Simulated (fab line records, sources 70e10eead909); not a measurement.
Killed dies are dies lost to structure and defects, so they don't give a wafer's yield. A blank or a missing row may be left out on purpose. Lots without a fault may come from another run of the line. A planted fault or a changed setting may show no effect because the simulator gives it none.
fab line records | flow nand_harc
record lots=7 wafers=21 last_day=23
route steps=1159 shown A_STAIRCASE@670
lots that met no fault: from a run of the same line without faults
start_h: hours from the record's first day to the start of the lot's first wafer shown | wait_h: hours since the lot's step before | " the same as in the row above | L1.1+2: a row that stands for several wafers | - no value, or no start given | * or withheld: withheld | < > ~ a bound
route shown NAME@n: a module of which the file shows steps, and the number in the route of the first | usual: mean/standard deviation of fault-free wafers | same: alike in all rows | chamber/n: place in a boat | sites: the reading at each site | _std_site: their standard deviation | _edge_site: outer sites' mean less inner sites' | radius_mm: how far each site lies from the wafer's centre | mask NAME#n: copy n | behind: the tool/chamber that last shaped the wafer | hold: why the lot was held/for how many hours/how that ended | device: the transistor (n, p or np) that didn't switch | end of line: the same wafers' tests at the end of the route | a step without rows: its recipe alone | killed: dies lost to structure and defects at the first sort, not the wafer's yield | map: a wafer's dies, x killed, . not, _ none there
set.NAME: the setting as run; set.NAME@STEP: as run at that earlier step | model.NAME: the simulator's own value behind a step, which no gauge read
lots at some steps of the route; a table a step, a row a wafer
services: from which hour (start_h, from the record's first day; less than 0 if before it) a tool's chamber was out of use, for how many hours, and why
## steps
# step NHARC_A_STAIRCASE_STRIP_295
# recipe o2_flow_sccm=500 ar_flow_sccm=0 bias_w=0 chemistry=O2
# usual drypump_motor_current_A=5.6/0.48 oes_product_au=0.998/0.0098 rf_vpp_V=57.8/0.9 showerhead_plenum_p_Torr=3.55/0.16 throttle_valve_pct=17.036/0.0087
# columns lot.wafer tool chamber start_h wait_h drypump_motor_current_A oes_product_au rf_hours_counter_h rf_vpp_V showerhead_plenum_p_Torr throttle_valve_pct
L800.4 rie_diel-10 1 - - 5.1 1.007 41 58.1 3.63 17.042
L800.1 " 3 " " 6.2 0.993 39 56.4 3.30 17.038
L800.6 " 1 " " 5.1 1.002 - 57.1 3.63 17.042
L799.4 rie_diel-09 0 - - 5.5 1.002 11 56.7 3.46 17.028
L799.2 " 3 " " 5.7 1.011 11 57.0 3.33 17.047
L799.6 " 0 " " 5.5 1.010 - 57.5 3.46 17.036
L801.2 rie_diel-11 0 - - 6.5 0.982 42 58.9 3.78 17.038
L801.3 " 3 " " 5.5 0.987 34 57.1 3.62 17.041
L801.6 " 0 " " 6.5 0.994 - 57.3 3.78 17.027
L806.3 rie_diel-11 1 - - 6.0 0.996 49 58.4 3.34 17.037
L806.5 " 2 " " 5.9 0.987 - 58.6 3.78 17.038
L806.6 " 3 " " 5.5 0.995 - 58.4 3.61 17.042
L809.2 rie_diel-10 3 - - 6.2 0.988 63 57.9 3.29 17.050
L809.1 " 1 " " 5.1 1.001 58 59.1 3.62 17.041
L809.5 " 3 " " 6.2 0.990 - 57.0 3.29 17.043
L811.2 rie_diel-11 1 - - 6.0 0.991 61 58.3 3.33 17.036
L811.1 " 2 " " 5.9 0.977 57 59.0 3.78 17.048
L811.6 " 1 " " 6.0 0.994 - 57.4 3.33 17.031
L814.3 rie_diel-09 2 - - 5.5 1.007 43 57.7 3.51 17.028
L814.1 " 1 " " 4.8 0.991 42 59.4 3.65 17.024
L814.4 " 2 " " 5.5 1.004 - 56.5 3.51 17.046
# step NHARC_A_STAIRCASE_STRIP_296
# recipe time_s=900 temp_c=130 chemistry=SPM
# step NHARC_A_STAIRCASE_PRECLEAN_297
# recipe time_s=* temp_c=50 bath_age_min=0 chemistry=SC1
# step NHARC_A_STAIRCASE_SRD_298
# step NHARC_A_STAIRCASE_HM_DEP_462
# recipe target_thk_a=8000 temp_c=400 material=aC
# usual throttle_valve_pct=34.999/0.0093
# columns lot.wafer tool chamber start_h wait_h throttle_valve_pct
L800.1 acl_dep-03 0 294.63 2.8 34.993
L800.4 " 0 " " 34.992
L800.6 " 0 " " 34.997
L799.2 acl_dep-03 0 298.96 5.1 34.999
L799.4 " 0 " " 34.995
L799.6 " 0 " " 34.988
L801.2 acl_dep-03 0 310.14 2.7 35.008
L801.3 " 0 " " 34.986
L801.6 " 0 " " 34.991
L806.3 acl_dep-03 0 337.15 1.7 34.997
L806.5 " 0 " " 35.000
L806.6 " 0 " " 35.020
L809.1 acl_dep-01 0 354.68 3.7 35.017
L809.2 " 0 " " 34.996
L809.5 " 0 " " 34.996
L811.1 acl_dep-01 0 365.13 0.8 34.994
L811.2 " 0 " " 34.998
L811.6 " 0 366.65 2.3 35.004
L814.1 acl_dep-03 0 375.72 0.1 35.010
L814.3 " 0 " " 34.992
L814.4 " 0 " " 34.999
# step NHARC_A_STAIRCASE_DEP_301
# recipe target_thk_a=300 target_thk_nm=30 temp_c=400 pressure_torr=3.5 flow_sccm=200 rf_w=350 material=SiON
# usual heater_power_w=787/91
# columns lot.wafer tool chamber start_h wait_h heater_power_w
L800.1 pecvd-02 0 296.49 1.5 744
L800.4 " 1 " " 886
L800.6 " 2 " " 686
L799.2 pecvd-02 2 300.76 1.5 736
L799.4 " 2 " " 722
L799.6 " 0 " " 772
L801.3 pecvd-02 0 311.72 1.0 771
L801.2 " 1 " " 893
L801.6 " 0 " " 769
L806.3 pecvd-03 0 338.46 1.0 687
L806.5 " 1 " " 817
L806.6 " 0 " " 667
L809.1 pecvd-03 0 356.55 1.6 712
L809.2 " 2 " " 925
L809.5 " 0 " " 677
L811.1 pecvd-04 0 366.98 1.5 658
L811.2 " 1 " " 743
L811.6 " 1 " " 733
L814.1 pecvd-03 1 377.60 1.6 826
L814.3 " 2 " " 962
L814.4 " 1 " " 842
# step NHARC_A_STAIRCASE_DEHYDRATE_302
# recipe temp_c=150 time_s=120
# step NHARC_A_STAIRCASE_HMDS_303
# recipe time_s=30
# step NHARC_A_STAIRCASE_COAT_304
# recipe spin_rpm=1200
# step NHARC_A_STAIRCASE_SOFTBAKE_305
# recipe temp_c=135 time_s=170
# step NHARC_A_STAIRCASE_EBR_306
# step NHARC_A_STAIRCASE_EXPOSE_307
# recipe na=0.5 dose_mj=45.72 mask_id=CHOP_50
# usual exposure_dose_mJ_cm2=45.69/0.053 focus_offset_nm=0.1/0.46
# columns lot.wafer tool chamber start_h wait_h mask exposure_dose_mJ_cm2 focus_offset_nm
L800.1 krf_scanner-04 - 297.12 - CHOP_50#0 - -
L800.4 " - " " CHOP_50#0 - -
L800.6 " - " " CHOP_50#0 - -
L799.2 krf_scanner-02 - 301.36 - CHOP_50#0 - -
L799.4 " - " " CHOP_50#0 - -
L799.6 " - " " CHOP_50#0 - -
L801.2 krf_scanner-02 - 312.20 - CHOP_50#0 - -
L801.3 " - " " CHOP_50#0 - -
L801.6 " - " " CHOP_50#0 - -
L806.3 krf_scanner-02 0 339.02 - CHOP_50#0 45.76 0.9
L806.5 " 0 " " CHOP_50#0 45.68 1.1
L806.6 " 0 " " CHOP_50#0 45.67 1.3
L809.1 krf_scanner-02 0 357.15 - CHOP_50#0 45.61 0.5
L809.2 " 0 " " CHOP_50#0 45.57 0.3
L809.5 " 0 " " CHOP_50#0 45.64 -0.5
L811.1 krf_scanner-03 0 367.59 - CHOP_50#0 45.64 -1.2
L811.2 " 0 " " CHOP_50#0 45.63 0.1
L811.6 " 0 " " CHOP_50#0 45.67 0.0
L814.1 krf_scanner-04 0 378.20 - CHOP_50#0 45.71 -0.6
L814.3 " 0 " " CHOP_50#0 45.61 -0.1
L814.4 " 0 " " CHOP_50#0 45.70 0.0
# step NHARC_A_STAIRCASE_PEB_308
# recipe peb_temp_c=115 peb_time_s=130
## services
# columns tool chamber start_h hours kind
pecvd-03 2 269.38 10.5 repair
pecvd-04 2 271.40 4.8 repair
rie_diel-11 0 272.64 - clean
rie_diel-11 1 272.64 - clean
rie_diel-11 2 272.64 - clean
rie_diel-11 3 272.64 - clean
pecvd-03 - 292.29 13.0 pm
pecvd-03 0 292.29 13.0 vent_cycle
pecvd-03 1 292.29 13.0 vent_cycle
pecvd-03 2 292.29 13.0 vent_cycle
acl_dep-01 - 292.63 13.0 pm
krf_scanner-02 - 294.98 0.4 repair
krf_scanner-04 - 298.72 4.0 pm
pecvd-02 0 302.36 5.4 repair
rie_diel-11 1 303.45 4.2 repair
rie_diel-10 1 321.61 9.0 repair
rie_diel-10 2 332.57 1.5 repair
pecvd-02 - 334.13 13.0 pm
krf_scanner-03 - 340.00 4.0 pm
rie_diel-10 - 353.52 9.0 pm
rie_diel-09 3 361.78 33.2 repair
rie_diel-11 - 366.57 9.0 pm
pecvd-02 - 369.29 1.5 repair
pecvd-04 - 376.13 13.0 pm
## key
first_sign step=NHARC_A_STAIRCASE_EXPOSE_307 reading=tool_record direction=missing
effect none on later readings
met_at NHARC_A_STAIRCASE_EXPOSE_307
struck_wafers L799.2,L799.4,L799.6,L800.1,L800.4,L800.6,L801.2,L801.3,L801.6
later_rows_left_out L799.2,L799.4,L799.6,L800.1,L800.4,L800.6,L801.2,L801.3,L801.6
sort_left_out L799.2,L799.4,L799.6,L800.1,L800.4,L800.6,L801.2,L801.3,L801.6
tester_left_out L799,L800,L801
fault kind=skipped_step_whole tool=krf_scanner-02,krf_scanner-04 chamber=- onset_h=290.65 steps=NHARC_A_STAIRCASE_EXPOSE_307 scope=struck_lots_only
# tester_left_out: of these lots the tester's yield and bins aren't shown, on N5 and GAA mostly nor the transistor test; their killed dies are dies lost to structure and defects alone, not to doping, threshold or leakage, so they don't give the yield
# sort_left_out: the simulated sort isn't trusted on such a fault, so these wafers' sort isn't shown, and their yield isn't known
# later_rows_left_out: the simulator's readings of these wafers behind a module that went badly wrong aren't trusted and aren't shown, but for the sort
